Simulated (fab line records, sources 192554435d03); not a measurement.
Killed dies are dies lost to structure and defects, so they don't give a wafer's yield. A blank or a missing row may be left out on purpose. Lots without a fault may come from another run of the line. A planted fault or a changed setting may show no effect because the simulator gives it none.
Chamber matching | flow n5_finfet | N5_BEOL_M0_SAQP_ETCH_106 on rie_diel-01: 4 sister chambers
The step etches SOC in N2/H2, stops on SiNx, target depth 150 nm. 18 wafers are shown with their chamber, then 9 later ones without.

WAFERS WITH THEIR CHAMBER
wafer  | chamber | showerhead_plenum_p_Torr (Torr) | drypump_motor_current_A (A) | throttle_valve_pct (%)
L075.1 | 3       | 2.53                            | 5.9                         | 17.95
L075.2 | 0       | 2.57                            | 6.2                         | 17.78
L075.4 | 2       | 2.64                            | 6.1                         | 17.95
L082.3 | 1       | 2.49                            | 6.0                         | 17.76
L082.4 | 2       | 2.63                            | 6.0                         | 17.95
L082.6 | 2       | 2.63                            | 6.0                         | 17.97
L084.2 | 0       | 2.57                            | 6.2                         | 17.31
L084.4 | 2       | 2.63                            | 6.0                         | 17.99
L084.6 | 1       | 2.49                            | 6.0                         | 17.77
L085.1 | 0       | 2.57                            | 6.2                         | 17.30
L085.2 | 2       | 2.63                            | 6.0                         | 17.98
L085.6 | 3       | 2.52                            | 5.9                         | 17.99
L087.2 | 3       | 2.52                            | 5.9                         | 17.99
L087.3 | 2       | 2.63                            | 6.0                         | 17.98
L087.6 | 3       | 2.52                            | 5.9                         | 18.00
L088.1 | 1       | 2.48                            | 6.1                         | 17.78
L088.2 | 3       | 2.52                            | 5.9                         | 18.00
L088.3 | 2       | 2.63                            | 6.0                         | 17.98

SIGNATURES (means of the wafers above)
reading                  | chamber 0 | chamber 1 | chamber 2 | chamber 3 | scatter within a chamber
showerhead_plenum_p_Torr | 2.5700    | 2.4867    | 2.6314    | 2.5220    | 0.00407
drypump_motor_current_A  | 6.200     | 6.033     | 6.014     | 5.900     | 0.033
throttle_valve_pct       | 17.4633   | 17.7700   | 17.9714   | 17.9860   | 0.105
Rule: a wafer's distance from a chamber is the root of the sum, over the readings, of the square of ((its reading less the chamber's mean) divided by the reading's scatter). The wafer belongs to the nearest chamber; if the next one is less than 2 further off, it can't be placed. The scatter: the root of (the sum of the squares of (reading less its chamber's mean) over the shown wafers, divided by (wafers less chambers)).

WAFERS WITHOUT THEIR CHAMBER
wafer  | showerhead_plenum_p_Torr (Torr) | drypump_motor_current_A (A) | throttle_valve_pct (%)
L090.1 | 2.52                            | 5.9                         | 18.01
L090.3 | 2.56                            | 6.2                         | 17.31
L090.5 | 2.62                            | 6.1                         | 17.98
L095.1 | 2.62                            | 6.0                         | 18.01
L095.2 | 2.51                            | 5.9                         | 18.02
L095.4 | 2.48                            | 6.0                         | 17.78
L096.4 | 2.56                            | 6.2                         | 17.33
L096.5 | 2.62                            | 6.0                         | 18.03
L096.6 | 2.51                            | 5.9                         | 18.02

WHICH CHAMBER EACH WENT THROUGH
wafer  | from the rows above | in truth
L090.1 | 3                   | 3
L090.3 | 0                   | 0
L090.5 | 2                   | 2
L095.1 | 2                   | 2
L095.2 | 3                   | 3
L095.4 | 1                   | 1
L096.4 | 0                   | 0
L096.5 | 2                   | 2
L096.6 | 3                   | 3
Placed correctly: 9 of 9. Can't be placed from these rows: 0. Placed wrongly: 0.
